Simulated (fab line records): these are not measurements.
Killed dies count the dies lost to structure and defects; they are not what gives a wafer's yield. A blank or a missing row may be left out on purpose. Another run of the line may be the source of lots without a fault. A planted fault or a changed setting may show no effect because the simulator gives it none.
Matching of chambers    flow n5 finfet    4 sister chambers for N5_BEOL_M15_TRENCH_ETCH_34 on rie diel-01
The step etches SiO2 in C4F8/O2/Ar, target depth 872.93 nm, time 199 s. 4 wafers are shown with their chamber, then 9 later ones without.

WAFERS, EACH WITH ITS CHAMBER
wafer   chamber  rf vpp V (V)
L088.6  3        2219
L090.2  0        2267
L090.5  1        2230
L090.6  2        2260

WAFERS WITHOUT THEIR CHAMBER
wafer   rf vpp V (V)
L092.2  2229
L092.3  2268
L092.4  2220
L094.2  2266
L094.3  2228
L094.5  2228
L096.2  2222
L096.3  2266
L096.6  2259

EACH ONE'S CHAMBER
wafer   from the rows above  in truth
L092.2  1                    1
L092.3  0                    0
L092.4  3                    3
L094.2  0                    0
L094.3  1                    1
L094.5  1                    1
L096.2  3                    3
L096.3  0                    0
L096.6  2                    2
9 of 9 placed correctly. Can't be placed from these rows: 0. Placed wrongly: 0.
How it was worked out, from the rows above alone: a wafer's distance from a chamber is the root of the sum, over the readings, of the square of ((its reading less the chamber's mean) divided by the reading's scatter). If the next closest chamber is less than 2 further off than the closest, the wafer can't be placed; otherwise it belongs to the closest. The mean given for a chamber averages the wafers shown for that chamber. The scatter: root of mean squared gap, hidden wafer to nearest shown wafer, with one shown wafer a chamber.
